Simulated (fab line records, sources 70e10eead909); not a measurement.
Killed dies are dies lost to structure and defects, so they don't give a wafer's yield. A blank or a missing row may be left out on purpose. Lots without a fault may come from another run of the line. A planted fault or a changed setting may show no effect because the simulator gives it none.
Tool commonality check | flow nand_harc | 14 lots, 42 wafers sampled

WHY IT WAS OPENED
At NHARC_A_ONON_D2_THK_MEAS_05 the reading thk_nm is flagged on 2 of 14 lots. Wafers without a fault read 996 nm, standard deviation 8.7.
Rule: a lot is flagged when every wafer of it that has a number lies more than 4 standard deviations from that mean, or none has a number. The other lots count as sound.

lot  | measured     | on            | thk_nm (nm), wafer by wafer | flag
L375 | day 12 07:24 | film_metro-02 | 998 999 997                 |
L379 | day 13 21:51 | film_metro-01 | 1404 1404 1405              | FLAGGED
L380 | day 14 14:46 | film_metro-01 | 1408 1409 1408              | FLAGGED
L387 | day 17 04:53 | film_metro-02 | 1001 1001 1001              |
L388 | day 17 14:32 | film_metro-02 | 997 997 996                 |
L389 | day 18 13:32 | film_metro-02 | 1001 1003 1003              |
L390 | day 18 13:43 | film_metro-02 | 991 990 990                 |
L392 | day 19 10:20 | film_metro-01 | 989 986 986                 |
L391 | day 19 10:29 | film_metro-01 | 996 995 999                 |
L393 | day 20 05:37 | film_metro-02 | 1001 1001 1003              |
L395 | day 20 21:18 | film_metro-02 | 979 978 979                 |
L396 | day 21 05:40 | film_metro-02 | 992 992 992                 |
L397 | day 21 20:28 | film_metro-01 | 991 991 991                 |
L398 | day 21 23:11 | film_metro-01 | 985 986 986                 |
The numbers of the flagged lots are 1406 nm on average: +410 nm against the usual, or +47 standard deviations.

WHICH TOOL RAN EACH LOT
The record holds 1 process step before the reading, out of a route of 1302 steps. In each cell: the tool, then ch and the chambers that the sampled wafers went through, then the start.
lot  | flag    | NHARC_A_ONON_D2_DEP_03
L375 |         | pecvd_onon-04 ch 0, day 12 07:00
L379 | FLAGGED | pecvd_onon-04 ch 0, day 13 21:20
L380 | FLAGGED | pecvd_onon-04 ch 0, day 14 14:18
L387 |         | pecvd_onon-01 ch 0, day 17 04:23
L388 |         | pecvd_onon-02 ch 0, day 17 14:05
L389 |         | pecvd_onon-01 ch 0, day 18 13:05
L390 |         | pecvd_onon-02 ch 0, day 18 13:19
L392 |         | pecvd_onon-04 ch 0, day 19 09:53
L391 |         | pecvd_onon-02 ch 0, day 19 09:58
L393 |         | pecvd_onon-04 ch 0, day 20 05:10
L395 |         | pecvd_onon-01 ch 0, day 20 20:51
L396 |         | pecvd_onon-01 ch 0, day 21 05:16
L397 |         | pecvd_onon-02 ch 0, day 21 20:07
L398 |         | pecvd_onon-02 ch 0, day 21 22:47
What these steps do:
- NHARC_A_ONON_D2_DEP_03: target thk 1000 nm.
- NHARC_A_ONON_D2_THK_MEAS_05: measures by ellipsometry.

FLAGGED OVER TOTAL, TOOL BY TOOL (the gauges that took the reading come last)
step                        | tool          | lots run | flagged | share of the flagged lots | sound lots run after its first flagged lot
NHARC_A_ONON_D2_DEP_03      | pecvd_onon-01 | 4        | 0       | none                      | -
NHARC_A_ONON_D2_DEP_03      | pecvd_onon-02 | 5        | 0       | none                      | -
NHARC_A_ONON_D2_DEP_03      | pecvd_onon-04 | 5        | 2       | all                       | 2 (L392,L393)
NHARC_A_ONON_D2_THK_MEAS_05 | film_metro-01 | 6        | 2       | all                       | 4 (L392,L391,L397,L398)
NHARC_A_ONON_D2_THK_MEAS_05 | film_metro-02 | 8        | 0       | none                      | -

WHAT THE TABLE ALLOWS
2 rows of the table ran every flagged lot: pecvd_onon-04 at NHARC_A_ONON_D2_DEP_03, film_metro-01 at NHARC_A_ONON_D2_THK_MEAS_05.
- pecvd_onon-04 at NHARC_A_ONON_D2_DEP_03: 2 of its 5 lots flagged. Sound lots ran on it after the first flagged one (L392, L393), which a lasting fault on the whole tool wouldn't allow.
- film_metro-01 at NHARC_A_ONON_D2_THK_MEAS_05: 2 of its 6 lots flagged. Sound lots ran on it after the first flagged one (L392, L391, L397, L398), which a lasting fault on the whole tool wouldn't allow.
No row of the table ran every flagged lot and no sound lot after the first.

WHAT THE SIMULATOR HAD PUT IN
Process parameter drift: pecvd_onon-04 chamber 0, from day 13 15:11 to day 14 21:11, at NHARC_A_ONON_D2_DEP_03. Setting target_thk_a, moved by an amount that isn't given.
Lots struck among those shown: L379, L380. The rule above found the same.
